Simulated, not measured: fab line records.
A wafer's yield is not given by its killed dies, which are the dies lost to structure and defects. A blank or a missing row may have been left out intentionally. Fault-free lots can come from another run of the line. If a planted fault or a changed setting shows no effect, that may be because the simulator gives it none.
fab line records + flow n5Finfet
record
- lots=6
- wafers=18
- lastDay=18
route steps=1938 shown BEOL_M1@821 BEOL_M4@1111 PASSIVATION@1936
lots untouched by any fault: they come from a run of this same line in which no faults occurred
startH: hours from the record's opening day to when the first of the lot's shown wafers began + waitH: time in hours since the lot's previous step + " unchanged from the row above + L1.1+2: a row that stands for several wafers + - either no value or no given start + * or withheld: withheld + < > ~ a bound
route shown NAME@n: NAME is a module with steps in the file, n the number in the route of the first one + usual: mean and standard deviation over wafers with no fault + same: alike in all rows + chamber/n: place in a boat + sites: per-site readings + _std_site: the standard deviation of these + _edge_site: mean of outer sites minus mean of inner sites + radiusMm: for every site, how far away it sits from the centre of the wafer + mask NAME#n: copy n + behind: tool/chamber where the wafer was last shaped + hold: why the lot went on hold/how many hours it stayed there/how the hold came to an end + device: which transistor (n, p or np) failed to switch + end of line: the same wafers' tests at the end of the route + for a step that has no rows: nothing shown but its recipe + killed: not the wafer's yield, but the dies lost to structure and defects at the first sort + map: per-die view of a wafer (x killed, . not killed, _ where there is no die)
set.NAME: setting as actually run; set.NAME@STEP: the setting as run at that earlier step + model.NAME: the simulator's own value behind a step, which no gauge read
certain route steps with their lots: each step a table, each wafer a row
services: a tool's chamber out of use, with start hour (startH, from the record's first day; less than 0 if before it), hours out, and reason
## steps
# step N5_BEOL_M1_ANNEAL_87
# recipe
- tempC=400
- timeS=240
- ambient=vacuum
# step N5_BEOL_M1_SPUTTER_88
# recipe
- material=Cu
- targetThkA=45
- tempC=-20
- chamberPressurePa=0.07
- powerW=withheld
- timeS=8.29
# step N5_BEOL_M1_ANNEAL_89
# recipe
- tempC=400
- timeS=240
- ambient=vacuum
# step N5_BEOL_M1_SPUTTER_90
# recipe
- material=Cu
- targetThkA=45
- tempC=-20
- chamberPressurePa=0.07
- powerW=withheld
- timeS=8.29
# usual
- throttleValvePct=29.8/0.99
| lot.wafer | tool          | chamber | startH | waitH | throttleValvePct |
|-----------|---------------|---------|--------|-------|------------------|
| L109.4    | pvdSputter-01 | -       | 153.52 | 0.1   | 30.5             |
| L109.5    | "             | -       | "      | "     | 30.4             |
| L109.6    | "             | -       | "      | "     | 30.5             |
| L115.3    | pvdSputter-03 | -       | 196.45 | 0.1   | 27.5             |
| L115.4    | "             | -       | "      | "     | 31.1             |
| L115.6    | "             | -       | "      | "     | 29.5             |
| L119.1    | pvdSputter-02 | -       | 215.05 | 0.1   | 29.7             |
| L119.3    | "             | -       | "      | "     | 31.7             |
| L119.5    | "             | -       | "      | "     | 29.9             |
| L122.1    | pvdSputter-01 | -       | 225.47 | 0.1   | 29.1             |
| L122.2    | "             | -       | "      | "     | 30.5             |
| L122.5    | "             | -       | "      | "     | 29.2             |
| L126.4    | pvdSputter-02 | -       | 268.78 | 0.1   | 29.7             |
| L126.5    | "             | -       | "      | "     | 30.1             |
| L126.6    | "             | -       | "      | "     | 29.1             |
| L128.2    | pvdSputter-03 | -       | 274.07 | 0.1   | 31.2             |
| L128.5    | "             | -       | "      | "     | 31.2             |
| L128.6    | "             | -       | "      | "     | 29.6             |
# step N5_BEOL_M1_ANNEAL_91
# recipe
- tempC=400
- timeS=240
- ambient=vacuum
# usual
- heaterPowerW=821/63
| lot.wafer | tool          | chamber | startH | waitH | heaterPowerW |
|-----------|---------------|---------|--------|-------|--------------|
| L109.4    | pvdSputter-01 | -       | 153.60 | 0.0   | 824          |
| L109.5    | "             | -       | "      | "     | 773          |
| L109.6    | "             | -       | "      | "     | 801          |
| L115.3    | pvdSputter-03 | -       | 196.53 | 0.0   | 780          |
| L115.4    | "             | -       | "      | "     | 945          |
| L115.6    | "             | -       | "      | "     | 748          |
| L119.1    | pvdSputter-02 | -       | 215.13 | 0.0   | 782          |
| L119.3    | "             | -       | "      | "     | 778          |
| L119.5    | "             | -       | "      | "     | 806          |
| L122.1    | pvdSputter-01 | -       | 225.55 | 0.0   | 769          |
| L122.2    | "             | -       | "      | "     | 827          |
| L122.5    | "             | -       | "      | "     | 746          |
| L126.4    | pvdSputter-02 | -       | 268.86 | 0.0   | 785          |
| L126.5    | "             | -       | "      | "     | 878          |
| L126.6    | "             | -       | "      | "     | 835          |
| L128.2    | pvdSputter-03 | -       | 274.15 | 0.0   | 959          |
| L128.5    | "             | -       | "      | "     | 952          |
| L128.6    | "             | -       | "      | "     | 762          |
# step N5_BEOL_M1_SPUTTER_92
# recipe
- material=Cu
- targetThkA=45
- tempC=-20
- chamberPressurePa=0.07
- powerW=withheld
- timeS=8.29
# usual
- throttleValvePct=29.8/1
| lot.wafer | tool          | chamber | startH | waitH | throttleValvePct |
|-----------|---------------|---------|--------|-------|------------------|
| L109.4    | pvdSputter-01 | -       | 153.74 | 0.1   | 30.4             |
| L109.5    | "             | -       | "      | "     | 30.2             |
| L109.6    | "             | -       | "      | "     | 30.6             |
| L115.3    | pvdSputter-03 | -       | 196.67 | 0.1   | 27.5             |
| L115.4    | "             | -       | "      | "     | 31.4             |
| L115.6    | "             | -       | "      | "     | 29.5             |
| L119.1    | pvdSputter-02 | -       | 215.27 | 0.1   | 29.5             |
| L119.3    | "             | -       | "      | "     | 31.4             |
| L119.5    | "             | -       | "      | "     | 29.6             |
| L122.1    | pvdSputter-01 | -       | 225.69 | 0.1   | 29.1             |
| L122.2    | "             | -       | "      | "     | 30.4             |
| L122.5    | "             | -       | "      | "     | 29.0             |
| L126.4    | pvdSputter-02 | -       | 269.00 | 0.1   | 29.3             |
| L126.5    | "             | -       | "      | "     | 30.1             |
| L126.6    | "             | -       | "      | "     | 29.1             |
| L128.2    | pvdSputter-03 | -       | 274.29 | 0.1   | 31.3             |
| L128.5    | "             | -       | "      | "     | 31.4             |
| L128.6    | "             | -       | "      | "     | 29.6             |
# step N5_BEOL_M1_ANNEAL_93
# recipe
- tempC=400
- timeS=240
- ambient=vacuum
# usual
- heaterPowerW=822/63
| lot.wafer | tool          | chamber | startH | waitH | heaterPowerW |
|-----------|---------------|---------|--------|-------|--------------|
| L109.4    | pvdSputter-01 | -       | 153.82 | 0.0   | 806          |
| L109.5    | "             | -       | "      | "     | 754          |
| L109.6    | "             | -       | "      | "     | 813          |
| L115.3    | pvdSputter-03 | -       | 196.75 | 0.0   | 793          |
| L115.4    | "             | -       | "      | "     | 924          |
| L115.6    | "             | -       | "      | "     | 761          |
| L119.1    | pvdSputter-02 | -       | 215.35 | 0.0   | 785          |
| L119.3    | "             | -       | "      | "     | 769          |
| L119.5    | "             | -       | "      | "     | 789          |
| L122.1    | pvdSputter-01 | -       | 225.77 | 0.0   | 777          |
| L122.2    | "             | -       | "      | "     | 793          |
| L122.5    | "             | -       | "      | "     | 770          |
| L126.4    | pvdSputter-02 | -       | 269.08 | 0.0   | 792          |
| L126.5    | "             | -       | "      | "     | 878          |
| L126.6    | "             | -       | "      | "     | 820          |
| L128.2    | pvdSputter-03 | -       | 274.37 | 0.0   | 937          |
| L128.5    | "             | -       | "      | "     | 930          |
| L128.6    | "             | -       | "      | "     | 772          |
# step N5_BEOL_M1_SPUTTER_94
# recipe
- material=Cu
- targetThkA=45
- tempC=-20
- chamberPressurePa=0.07
- powerW=withheld
- timeS=8.29
# step N5_BEOL_M1_ANNEAL_95
# recipe
- tempC=400
- timeS=240
- ambient=vacuum
# step N5_BEOL_M1_SPUTTER_96
# recipe
- material=Cu
- targetThkA=45
- tempC=-20
- chamberPressurePa=0.07
- powerW=withheld
- timeS=8.29
# usual
- throttleValvePct=29.7/1
| lot.wafer | tool          | chamber | startH | waitH | throttleValvePct |
|-----------|---------------|---------|--------|-------|------------------|
| L109.4    | pvdSputter-01 | -       | 154.18 | 0.1   | 30.2             |
| L109.5    | "             | -       | "      | "     | 30.0             |
| L109.6    | "             | -       | "      | "     | 30.5             |
| L115.3    | pvdSputter-03 | -       | 197.11 | 0.1   | 27.4             |
| L115.4    | "             | -       | "      | "     | 31.1             |
| L115.6    | "             | -       | "      | "     | 29.3             |
| L119.1    | pvdSputter-02 | -       | 215.71 | 0.1   | 29.8             |
| L119.3    | "             | -       | "      | "     | 31.8             |
| L119.5    | "             | -       | "      | "     | 29.6             |
| L122.1    | pvdSputter-01 | -       | 226.13 | 0.1   | 29.1             |
| L122.2    | "             | -       | "      | "     | 30.4             |
| L122.5    | "             | -       | "      | "     | 29.2             |
| L126.4    | pvdSputter-02 | -       | 269.44 | 0.1   | 29.6             |
| L126.5    | "             | -       | "      | "     | 30.0             |
| L126.6    | "             | -       | "      | "     | 28.9             |
| L128.2    | pvdSputter-03 | -       | 274.73 | 0.1   | 31.1             |
| L128.5    | "             | -       | "      | "     | 31.2             |
| L128.6    | "             | -       | "      | "     | 29.4             |
# step N5_BEOL_M1_ECD_50
# recipe
- material=Cu
- targetThkA=3000
# step N5_BEOL_M1_ANNEAL_51
# recipe
- tempC=225
- timeS=90
- ambient=N2
# step N5_BEOL_M1_CMP_52
# recipe
- stopOn=SiOC
- tOverpolishS=6.8
- downForcePsi=1
- platenRpm=50
- clearingPlatenDownForcePsi=1.5
- clearingPlatenRpm=50
- postCmpClean=cuAlkaline
- targetThkNm=40
- clearingPlatenPadVelocityMS=0.99484
- padVelocityMS=0.99484
# usual
- barrierFieldEndpointS=24.9/0.66
- motorCurrentA=5.9/0.44
- overpolishRunS=6.800/0.0094
- timeToEndpointS=63/3.6
| lot.wafer | tool   | chamber | startH | waitH | barrierFieldEndpointS | motorCurrentA | overpolishRunS | timeToEndpointS |
|-----------|--------|---------|--------|-------|-----------------------|---------------|----------------|-----------------|
| L109.4    | cmp-04 | 1       | 154.80 | 0.2   | 24.7                  | 5.9           | 6.811          | 62              |
| L109.6    | "      | 2       | "      | "     | 25.8                  | 5.7           | 6.798          | 61              |
| L109.5    | "      | 3       | "      | "     | 24.1                  | 6.2           | 6.800          | 60              |
| L115.3    | cmp-03 | 2       | 197.69 | 0.3   | 24.4                  | 5.8           | 6.789          | 67              |
| L115.4    | "      | 3       | "      | "     | 25.5                  | 6.2           | 6.799          | 67              |
| L115.6    | "      | 1       | "      | "     | 26.1                  | 5.5           | 6.801          | 67              |
| L119.3    | cmp-03 | 3       | 216.24 | 0.2   | 13.9                  | 6.2           | 6.805          | 38              |
| L119.1    | "      | 1       | "      | "     | 13.7                  | 5.5           | 6.805          | 37              |
| L119.5    | "      | 3       | "      | "     | 25.2                  | 6.2           | 6.816          | 69              |
| L122.1    | cmp-03 | 0       | 226.62 | 0.3   | 13.8                  | 5.2           | 6.781          | 37              |
| L122.2    | "      | 3       | "      | "     | 24.9                  | 6.4           | 6.802          | 68              |
| L122.5    | "      | 0       | "      | "     | 25.0                  | 5.1           | 6.798          | 65              |
| L126.4    | cmp-02 | 1       | 270.08 | 0.2   | 24.9                  | 6.8           | 6.811          | 65              |
| L126.5    | "      | 0       | "      | "     | 25.0                  | 6.4           | 6.803          | 66              |
| L126.6    | "      | 1       | "      | "     | 25.1                  | 6.7           | 6.794          | 64              |
| L128.2    | cmp-04 | 2       | 275.33 | 0.3   | 24.3                  | 6.0           | 6.796          | 62              |
| L128.6    | "      | 3       | "      | "     | 24.0                  | 6.8           | 6.804          | 58              |
| L128.5    | "      | 0       | "      | "     | 24.5                  | 6.2           | 6.791          | 65              |
# step N5_BEOL_M4_RC_MEAS_101
# usual
- DIBL_N=36.4/2.7
- DIBL_P=36/3.2
- IOFF_N=0.16/0.046
- IOFF_P=0.21/0.055
- ION_N=677/15
- ION_P=464/11
- SS_N=71.5/0.79
- SS_P=73.3/0.93
- VT_N=250/4.1
- VT_P=-251/4.4
| lot.wafer | tool      | chamber | startH | waitH | DIBL_N[mV/V] | DIBL_P[mV/V] | IOFF_N[nA/um] | IOFF_P[nA/um] | ION_N[uA/um] | ION_P[uA/um] | SS_N[mV/dec] | SS_P[mV/dec] | VT_N[mV] | VT_P[mV] |
|-----------|-----------|---------|--------|-------|--------------|--------------|---------------|---------------|--------------|--------------|--------------|--------------|----------|----------|
| L109.4    | prober-02 | 0       | 207.21 | 0.5   | 36.5         | 36           | 0.16          | 0.21          | 672          | 460          | 71.5         | 73.0         | 249      | -251     |
| L109.5    | "         | 0       | "      | "     | 34.8         | 33           | 0.13          | 0.17          | 668          | 465          | 71.4         | 71.8         | 250      | -251     |
| L109.6    | "         | 0       | "      | "     | 37.0         | 36           | 0.17          | 0.22          | 686          | 462          | 71.7         | 73.2         | 248      | -248     |
| L115.3    | prober-02 | 0       | 238.53 | 0.3   | 35.7         | 34           | 0.13          | 0.17          | 669          | 457          | 71.1         | 72.8         | 253      | -254     |
| L115.4    | "         | 0       | "      | "     | 37.1         | 37           | 0.18          | 0.22          | 701          | 478          | 71.4         | 74.4         | 245      | -251     |
| L115.6    | "         | 0       | "      | "     | 37.6         | 38           | 0.18          | 0.22          | 683          | 462          | 71.9         | 74.0         | 247      | -250     |
| L119.1    | prober-02 | 0       | 257.40 | 0.0   | 34.2         | 33           | 0.13          | 0.16          | 670          | 453          | 71.5         | 72.8         | 251      | -258     |
| L119.3    | "         | 0       | "      | "     | 38.2         | 38           | 0.22          | 0.24          | 673          | 454          | 72.6         | 74.0         | 245      | -249     |
| L119.5    | "         | 0       | "      | "     | 35.3         | 36           | 0.15          | 0.20          | 663          | 460          | 71.2         | 73.5         | 253      | -252     |
| L122.1    | prober-01 | 0       | 284.70 | 0.0   | 38.5         | 38           | 0.15          | 0.21          | 684          | 470          | 71.5         | 73.2         | 251      | -250     |
| L122.2    | "         | 0       | "      | "     | 36.0         | 35           | 0.12          | 0.17          | 666          | 460          | 70.9         | 72.4         | 255      | -255     |
| L122.5    | "         | 0       | "      | "     | 38.9         | 39           | 0.16          | 0.23          | 677          | 464          | 71.8         | 73.6         | 253      | -251     |
| L126.4    | prober-02 | 0       | 317.09 | 0.5   | 39.8         | 40           | 0.23          | 0.26          | 692          | 470          | 72.3         | 74.0         | 245      | -246     |
| L126.5    | "         | 0       | "      | "     | 37.0         | 37           | 0.17          | 0.21          | 698          | 472          | 71.3         | 73.3         | 248      | -250     |
| L126.6    | "         | 0       | "      | "     | 40.3         | 42           | 0.26          | 0.30          | 696          | 471          | 73.2         | 74.7         | 244      | -246     |
| L128.2    | prober-01 | 0       | 319.60 | 0.2   | 35.0         | 35           | 0.14          | 0.15          | 662          | 449          | 71.4         | 72.9         | 252      | -256     |
| L128.5    | "         | 0       | "      | "     | 36.2         | 36           | 0.15          | 0.15          | 667          | 447          | 72.0         | 73.0         | 251      | -257     |
| L128.6    | "         | 0       | "      | "     | 29.7         | 30           | 0.07          | 0.10          | 631          | 438          | 70.5         | 71.5         | 260      | -263     |
# step N5_PASSIVATION_PROBE_49
# usual
- defectLimitedYield=91.1/1.4
- killed_at_M0_to_M3=34/9.7
- killed_at_M4_up=13/5.1
- killedAtContacts=14/6.3
- killedAtFrontEnd=40/11
- killedAtOther=3.5/2.7
- killedDies=105/16
- killedOnRim=13/4.1
- killedOpen=70/12
- killedShort=34/7.8
- sort_bin_4_leakage=0.02/0.13
- sort_bin_5_function=5.2/0.88
- sort_bin_6_memory=3.3/0.7
- sort_bin_8_speed=0.1/0.62
- sortNPass=1074/17
- sortYieldPct=91.0/1.5
# same
- grossDies=1180
- killedAtBackSide=0
| lot.wafer | tool      | chamber | startH | waitH | defectLimitedYield[%] | killed_at_M0_to_M3 | killed_at_M4_up | killedAtContacts | killedAtFrontEnd | killedAtOther | killedDies | killedOnRim | killedOpen | killedShort | sort_bin_4_leakage[%] | sort_bin_5_function[%] | sort_bin_6_memory[%] | sort_bin_8_speed[%] | sortNPass | sortYieldPct[%] |
|-----------|-----------|---------|--------|-------|-----------------------|--------------------|-----------------|------------------|------------------|---------------|------------|-------------|------------|-------------|-----------------------|------------------------|----------------------|---------------------|-----------|-----------------|
| L109.4    | prober-01 | -       | 307.80 | 0.2   | 91.5                  | 26                 | 16              | 25               | 31               | 2             | 100        | 16          | 69         | 30          | 0                     | 5.0                    | 3.1                  | 0                   | 1080      | 91.5            |
| L109.5    | prober-01 | -       | 307.85 | 0.2   | 91.8                  | 24                 | 14              | 15               | 40               | 4             | 97         | 10          | 62         | 32          | 0                     | 5.1                    | 3.0                  | 0                   | 1083      | 91.8            |
| L109.6    | prober-01 | -       | 307.90 | 0.3   | 92.4                  | 17                 | 18              | 13               | 39               | 3             | 90         | 16          | 62         | 27          | 0                     | 3.6                    | 3.7                  | 0                   | 1090      | 92.4            |
| L115.3    | prober-01 | -       | 339.42 | 0.1   | 91.1                  | 21                 | 28              | 13               | 41               | 2             | 105        | 13          | 78         | 26          | 0                     | 5.4                    | 3.5                  | 0                   | 1075      | 91.1            |
| L115.4    | prober-01 | -       | 339.47 | 0.2   | 93.6                  | 22                 | 9               | 15               | 23               | 7             | 76         | 16          | 54         | 22          | 0                     | 3.8                    | 2.3                  | 0                   | 1104      | 93.6            |
| L115.6    | prober-01 | -       | 339.57 | 0.3   | 92.6                  | 24                 | 16              | 8                | 31               | 8             | 87         | 16          | 60         | 27          | 0                     | 4.5                    | 2.3                  | 0                   | 1093      | 92.6            |
| L119.1    | prober-02 | -       | 368.70 | 0.0   | 91.7                  | 25                 | 12              | 20               | 37               | 4             | 98         | 12          | 60         | 38          | 0                     | 5.6                    | 2.5                  | 0                   | 1082      | 91.7            |
| L119.3    | prober-02 | -       | 368.80 | 0.1   | 90.4                  | 40                 | 16              | 12               | 42               | 3             | 113        | 16          | 81         | 30          | 0                     | 6.2                    | 3.3                  | 0                   | 1067      | 90.4            |
| L119.5    | prober-02 | -       | 368.90 | 0.2   | 92.1                  | 22                 | 6               | 16               | 46               | 3             | 93         | 11          | 59         | 33          | 0                     | 4.3                    | 3.2                  | 0                   | 1087      | 92.1            |
| L122.1    | prober-01 | -       | 386.86 | 0.0   | 91.0                  | 38                 | 8               | 18               | 37               | 5             | 106        | 15          | 70         | 36          | 0                     | 5.7                    | 3.1                  | 0                   | 1074      | 91.0            |
| L122.2    | prober-01 | -       | 386.91 | 0.1   | 91.7                  | 30                 | 9               | 15               | 39               | 5             | 98         | 11          | 65         | 32          | 0                     | 4.9                    | 3.3                  | 0                   | 1082      | 91.7            |
| L122.5    | prober-01 | -       | 387.06 | 0.2   | 90.3                  | 36                 | 5               | 20               | 53               | 1             | 115        | 15          | 80         | 30          | 0                     | 5.7                    | 3.3                  | 0                   | 1065      | 90.3            |
| L128.2    | prober-01 | -       | 429.89 | 0.1   | 92.7                  | 36                 | 14              | 1                | 34               | 1             | 86         | 14          | 59         | 27          | 0                     | 4.7                    | 2.3                  | 0                   | 1094      | 92.7            |
| L128.5    | prober-01 | -       | 430.04 | 0.2   | 93.6                  | 18                 | 5               | 3                | 47               | 2             | 75         | 7           | 48         | 24          | 0                     | 3.5                    | 2.7                  | 0                   | 1105      | 93.6            |
| L128.6    | prober-01 | -       | 430.09 | 0.3   | 90.8                  | 34                 | 17              | 6                | 50               | 2             | 109        | 11          | 68         | 32          | 0                     | 4.6                    | 3.7                  | 2.5                 | 1042      | 88.3            |
# killed by level:class
L109.4 MOL_CONTACT_COAG:geometricParticle:open=19 FIN_SAQP:geometricParticle:open=13 BEOL_M4:geometricParticle:open=11 BEOL_M0_SAQP:geometricParticle:open=7 MOL_CONTACT_COAG:geometricParticle:short=6 FIN_SAQP:geometricParticle:short=4 BEOL_M0_SAQP:geometricParticle:short=4 BEOL_M3:geometricParticle:open=4
L109.5 MOL_CONTACT_COAG:geometricParticle:open=10 STI_FIN_REVEAL:geometricParticle:open=9 BEOL_M4:geometricParticle:open=9 BEOL_M2:geometricParticle:open=8 STARTING-WAFER:geometricParticle:open=6 FIN_SAQP:geometricParticle:short=5 GATE_CUT:geometricParticle:short=5 MOL_CONTACT_COAG:geometricParticle:short=5
L109.6 MOL_CONTACT_COAG:geometricParticle:open=13 BEOL_M4:geometricParticle:open=12 FIN_SAQP:geometricParticle:open=9 FIN_SAQP:geometricParticle:short=8 GATE_CUT:geometricParticle:short=6 BEOL_M0_SAQP:geometricParticle:short=6 BEOL_M3:geometricParticle:open=6 STI_FIN_REVEAL:geometricParticle:open=5
L115.3 STI_FIN_REVEAL:geometricParticle:open=14 FIN_SAQP:geometricParticle:open=11 MOL_CONTACT_COAG:geometricParticle:open=10 BEOL_M1:geometricParticle:open=8 BEOL_M4:geometricParticle:open=7 BEOL_M5:geometricParticle:open=5 BEOL_M3:geometricParticle:open=4 BEOL_M7:geometricParticle:open=4
L115.4 MOL_CONTACT_COAG:geometricParticle:open=12 FIN_SAQP:geometricParticle:open=8 BEOL_M0_SAQP:geometricParticle:short=6 FIN_SAQP:geometricParticle:short=5 DUMMY_GATE:geometricParticle:open=4 BEOL_M0_SAQP:geometricParticle:open=4 BEOL_M1:geometricParticle:open=4 BEOL_M2:geometricParticle:open=4
L115.6 STI_FIN_REVEAL:geometricParticle:open=8 MOL_CONTACT_COAG:geometricParticle:open=7 GATE_CUT:geometricParticle:open=6 BEOL_M0_SAQP:geometricParticle:short=6 BEOL_M0_SAQP:geometricParticle:open=5 BEOL_M5:geometricParticle:open=5 FIN_SAQP:geometricParticle:open=4 BEOL_M3:geometricParticle:open=4
L119.1 MOL_CONTACT_COAG:geometricParticle:open=14 FIN_SAQP:geometricParticle:short=13 BEOL_M3:geometricParticle:open=10 MOL_CONTACT_COAG:geometricParticle:short=6 BEOL_M2:geometricParticle:open=5 FIN_SAQP:geometricParticle:open=4 DUMMY_GATE:geometricParticle:open=3 ILD0:geometricParticle:short=3
L119.3 BEOL_M2:geometricParticle:open=15 FIN_SAQP:geometricParticle:open=12 STI_FIN_REVEAL:geometricParticle:open=12 BEOL_M3:geometricParticle:open=9 MOL_CONTACT_COAG:geometricParticle:open=9 FIN_SAQP:geometricParticle:short=8 GATE_CUT:geometricParticle:short=4 BEOL_M0_SAQP:geometricParticle:open=4
L119.5 MOL_CONTACT_COAG:geometricParticle:open=14 FIN_SAQP:geometricParticle:short=13 STI_FIN_REVEAL:geometricParticle:open=8 FIN_SAQP:geometricParticle:open=7 BEOL_M2:geometricParticle:open=6 STI_FIN_REVEAL:geometricParticle:short=4 DUMMY_GATE:geometricParticle:open=4 BEOL_M1:geometricParticle:open=4
L122.1 MOL_CONTACT_COAG:geometricParticle:open=13 BEOL_M2:geometricParticle:open=13 BEOL_M3:geometricParticle:open=10 FIN_SAQP:geometricParticle:short=6 BEOL_M1:geometricParticle:open=6 MOL_CONTACT_COAG:geometricParticle:short=5 FIN_SAQP:geometricParticle:open=4 STI_FIN_REVEAL:geometricParticle:open=4
L122.2 MOL_CONTACT_COAG:geometricParticle:open=13 BEOL_M2:geometricParticle:open=11 FIN_SAQP:geometricParticle:short=10 GATE_CUT:geometricParticle:short=6 FIN_SAQP:geometricParticle:open=5 BEOL_M3:geometricParticle:open=5 BEOL_M0_SAQP:geometricParticle:open=4 FIN_CUT:geometricParticle:open=3
L122.5 STI_FIN_REVEAL:geometricParticle:open=18 BEOL_M3:geometricParticle:open=16 MOL_CONTACT_COAG:geometricParticle:open=14 GATE_CUT:geometricParticle:short=6 ILD0:geometricParticle:open=6 MOL_CONTACT_COAG:geometricParticle:short=6 BEOL_M0_SAQP:geometricParticle:open=6 BEOL_M0_SAQP:geometricParticle:short=6
L128.2 BEOL_M2:geometricParticle:open=13 STI_FIN_REVEAL:geometricParticle:open=10 GATE_CUT:geometricParticle:short=7 BEOL_M0:geometricParticle:open=5 BEOL_M1:geometricParticle:open=5 BEOL_M4:geometricParticle:open=5 BEOL_M0_SAQP:geometricParticle:short=4 FIN_SAQP:geometricParticle:open=3
L128.5 FIN_SAQP:geometricParticle:open=12 FIN_SAQP:geometricParticle:short=11 STI_FIN_REVEAL:geometricParticle:open=8 DUMMY_GATE:geometricParticle:open=6 BEOL_M2:geometricParticle:open=5 BEOL_M1:geometricParticle:open=5 STARTING-WAFER:geometricParticle:short=4 BEOL_M4:geometricParticle:open=3
L128.6 FIN_SAQP:geometricParticle:open=10 FIN_SAQP:geometricParticle:short=8 BEOL_M1:geometricParticle:open=8 HKMG_FIN:areaEtch=8 BEOL_M3:geometricParticle:open=7 BEOL_M4:geometricParticle:open=7 BEOL_M2:geometricParticle:open=6 STI_FIN_REVEAL:geometricParticle:open=5
## services
| tool          | chamber | startH | hours | kind   |
|---------------|---------|--------|-------|--------|
| pvdSputter-03 | -       | 137.19 | 0.5   | repair |
| cmp-04        | -       | 147.72 | 1.7   | repair |
| cmp-02        | -       | 160.85 | 1.0   | repair |
| cmp-03        | -       | 161.57 | 1.2   | repair |
| cmp-02        | -       | 170.68 | 1.6   | repair |
| pvdSputter-01 | -       | 172.98 | 11.1  | repair |
| cmp-02        | -       | 201.76 | 0.5   | repair |
| cmp-04        | -       | 203.16 | 1.2   | repair |
| cmp-03        | -       | 236.80 | 5.6   | repair |
| cmp-02        | -       | 261.13 | 7.5   | pm     |
## key
firstSign
- step=N5_BEOL_M1_CMP_52
- reading=barrierFieldEndpointS
- direction=down
- sigmas=17
- usual=24.9
- struck=13.8
effect
- step=N5_BEOL_M1_CMP_52
- reading=timeToEndpointS
- direction=down
- sigmas=7.2
- usual=*
- struck=*
metAt N5_BEOL_M1_CMP_52
struckWafers L119.1,L119.3,L122.1
onsetBetween 197.69 216.24
fault
- kind=processParameterDrift
- tool=cmp-03
- chamber=-
- onsetH=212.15
- steps=N5_BEOL_M1_CMP_52
- channel=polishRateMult
- offset=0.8
- shape=step
- endH=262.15
- scope=struckWafersOnly
